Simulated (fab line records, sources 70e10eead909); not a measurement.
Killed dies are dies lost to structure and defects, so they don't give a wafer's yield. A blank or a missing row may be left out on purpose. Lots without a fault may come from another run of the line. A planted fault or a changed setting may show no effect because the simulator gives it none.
A struck lot beside a sound one | flow nand_harc | 40 steps out of a route of 1302
Sound: wafers L398.1, L398.5, L398.6. Struck: wafer L407.1. (L407.3, L407.4 of the same lot were not struck and are left out.) The cause comes at the end.
At each step with rows: each side's tool, then ch and its chambers, then its first start. Under that, the readings that differ: sound wafers | struck wafers | difference of the means | sigmas: that difference in standard deviations of wafers without a fault.
alike: readings whose means differ by less than 2 such deviations, and words and numbers that are the same on both sides. not compared: withheld readings, readings that some wafer has no value for, bounds like >300 that may hide the same value, and numbers for which the record gives no deviation and whose values overlap.
The two part at a step that has a row with sigmas, a row that says differs or no value, or rows on one side only. Numbers that don't overlap but have no deviation are shown without sigmas and don't part them. A reading that every wafer of one side lacks parts them only if that side has two wafers or more.

NHARC_P_M1_CD_MEAS_09: target cd 130 nm.
  sound on cd_sem-02 ch 0, day 9 07:52; struck on cd_sem-03 ch 0, day 12 20:46
  reading    | sound             | struck | difference | sigmas
  cd_nm (nm) | 129.5 130.8 129.3 | 127.1  | -2.8       | -3
NHARC_P_M1_OVL_MEAS_10: pitch 260 nm.
  sound on overlay-01, day 9 07:57; struck on overlay-01, day 12 20:51
  alike: overlay_x_nm, overlay_y_nm
NHARC_P_M1_INSPECT_11:
  sound on defect_inspect-01, day 9 07:59; struck on defect_inspect-01, day 12 20:53
  alike: raw_defect_count
NHARC_P_M1_DESCUM_14: chemistry O2, time 3 s.
  sound on rie_diel-07 ch 1,2,3, day 9 08:04; struck on rie_diel-07 ch 0, day 12 20:56
  alike: drypump_motor_current_A, oes_product_au, rf_vpp_V, showerhead_plenum_p_Torr, throttle_valve_pct
  not compared: rf_hours_counter_h
then, 1 step without rows for these wafers: NHARC_P_M1_ETCH_35 (etches the open film in N2/H2, target depth 40 nm, overetch 12 nm, time 43.94 s).
NHARC_P_M1_ETCH_15: etches the open film in C4F8/Ar, target depth 182.5 nm, time 91.2 s.
  sound on rie_diel-07 ch 0,3; struck on rie_diel-07 ch 2
  alike: oes_product_au, rf_vpp_V
  not compared: rf_hours_counter_h
NHARC_P_M1_CD_MEAS_16:
  sound on cd_sem-02, day 9 08:21; struck on cd_sem-03, day 12 21:15
  reading    | sound             | struck | difference | sigmas
  cd_nm (nm) | 130.2 130.8 130.1 | 127.4  | -3.0       | -2
then, 5 steps without rows for these wafers: NHARC_P_M1_STRIP_18 (strips in N2/H2); NHARC_P_M1_ETCH_28 (etches the open film in CF4/N2, target depth 30 nm, time 72.99 s); NHARC_P_M1_STRIP_19 (strips in post etch residue remover, time 600 s); NHARC_P_M1_DEGAS_29 (time 60 s); NHARC_P_M1_PRE_CLEAN_30 (time 30 s).
NHARC_P_M1_PVD_20: deposits TaN, target thk 5 nm, time 8.06 s.
  sound on pvd_sputter-02, day 9 09:12; struck on pvd_sputter-01, day 12 22:04
  alike: throttle_valve_pct
then, 4 steps without rows for these wafers: NHARC_P_M1_PVD_21 (deposits Cu, target thk 30 nm, time 20.49 s); NHARC_P_M1_ECD_22 (material Cu, target thk 400 nm); NHARC_P_M1_ANNEAL_31 (time 90 s); NHARC_P_M1_CMP_23 (polishes, t overpolish 20 s, target thk 157.82 nm).
NHARC_P_M1_THK_MEAS_24: measures by xrf.
  sound on film_metro-02, day 9 10:28; struck on film_metro-02, day 12 23:22
  alike: thk_nm
then, 1 step without rows for these wafers: NHARC_P_M1_SRD_25.
NHARC_P_M1_PRE_CLEAN_32: time 12 s.
  sound on pecvd-04 ch 1,2, day 9 10:45; struck on pecvd-04 ch 2, day 12 23:35
  reading            | sound       | struck | difference | sigmas
  heater_power_w (W) | 580 702 580 | 774    | +153       | +2
then, 11 steps without rows for these wafers: NHARC_P_M1_DEP_33 (deposits SiCN, target thk 30 nm); NHARC_P_M2_DEP_00 (deposits SiOC, target thk 182.5 nm); NHARC_P_M2_DEHYDRATE_01 (time 120 s); NHARC_P_M2_HMDS_02 (time 30 s); NHARC_P_M2_COAT_34 (time 65 s); NHARC_P_M2_COAT_03 (resist thk 90 nm); NHARC_P_M2_SOFTBAKE_04 (time 55 s); NHARC_P_M2_EBR_05; NHARC_P_M2_EXPOSE_06 (exposes mask P M2, target cd 170 nm); NHARC_P_M2_PEB_07 (peb time 65 s); NHARC_P_M2_DEVELOP_08 (develop time 35 s).
NHARC_P_M2_CD_MEAS_09: target cd 170 nm.
  sound on cd_sem-01 ch 0, day 9 11:55; struck on cd_sem-03 ch 0, day 13 00:55
  reading    | sound             | struck | difference | sigmas
  cd_nm (nm) | 170.4 171.1 170.9 | 168.7  | -2.1       | -3
NHARC_P_M2_OVL_MEAS_10: pitch 340 nm.
  sound on overlay-02, day 9 12:01; struck on overlay-02, day 13 01:01
  alike: overlay_x_nm, overlay_y_nm
NHARC_P_M2_DESCUM_14: chemistry O2, time 3 s.
  sound on rie_diel-11 ch 0,1,2, day 9 12:07; struck on rie_diel-01 ch 0, day 13 01:07
  reading                     | sound          | struck | difference | sigmas
  drypump_motor_current_A (A) | 5.8 6.1 6.1    | 5.2    | -0.8       | -3
  rf_vpp_V (V)                | 57.7 58.8 56.3 | 59.6   | +2.0       | +2
  alike: oes_product_au, showerhead_plenum_p_Torr, throttle_valve_pct
  not compared: rf_hours_counter_h
NHARC_P_M2_ETCH_35: etches the open film in N2/H2, target depth 40 nm, overetch 12 nm, time 43.94 s.
  sound on rie_diel-11 ch 0,3, day 9 12:12; struck on rie_diel-01 ch 2, day 13 01:12
  alike: drypump_motor_current_A, oes_product_au, rf_vpp_V, showerhead_plenum_p_Torr, throttle_valve_pct
  not compared: rf_hours_counter_h
then, 1 step without rows for these wafers: NHARC_P_M2_ETCH_15 (etches the open film in C4F8/Ar, target depth 182.5 nm, time 91.2 s).
NHARC_P_M2_CD_MEAS_16:
  sound on cd_sem-02, day 9 12:25; struck on cd_sem-03, day 13 01:25
  reading    | sound             | struck | difference | sigmas
  cd_nm (nm) | 170.9 169.8 171.0 | 168.5  | -2.1       | -2
then, 2 steps without rows for these wafers: NHARC_P_M2_STRIP_18 (strips in N2/H2); NHARC_P_M2_ETCH_28 (etches the open film in CF4/N2, target depth 30 nm, time 72.99 s).
-- the record jumps here: 18 days lie between the struck wafers' starts before and after (it left off in module P_M2 and takes up again in module END, whose first step shown is number 1302 of the route) --
NHARC_END_SORT_01:
  sound on prober-01 ch 0, day 27 05:12; struck on prober-01 ch 0, day 31 06:36
  reading                  | sound          | struck | difference | sigmas
  defect_limited_yield (%) | 88.2 89.1 86.0 | 82.4   | -5.4       | -2
  killed_at_array          | 78 74 93       | 36     | -46        | -3
  killed_at_periphery      | 2 0 2          | 82     | +81        | +37
  killed_dies              | 80 74 95       | 119    | +36        | +2
  sort_bin_2_pct (%)       | 4.9 4.6 5.3    | 7.4    | +2.5       | +2
  sort_bin_3_pct (%)       | 1.2 0.7 0.9    | 3.4    | +2.5       | +7
  sort_n_pass              | 597 603 582    | 558    | -36        | -2
  sort_yield_pct (%)       | 88.2 89.1 86.0 | 82.4   | -5.4       | -2
  alike: killed_at_other, killed_open, killed_short, sort_bin_4_pct, sort_rim_yield_pct

WHERE THEY PART
First at NHARC_P_M1_CD_MEAS_09; last, within this record, at NHARC_END_SORT_01.

WHY: what the simulator had put in
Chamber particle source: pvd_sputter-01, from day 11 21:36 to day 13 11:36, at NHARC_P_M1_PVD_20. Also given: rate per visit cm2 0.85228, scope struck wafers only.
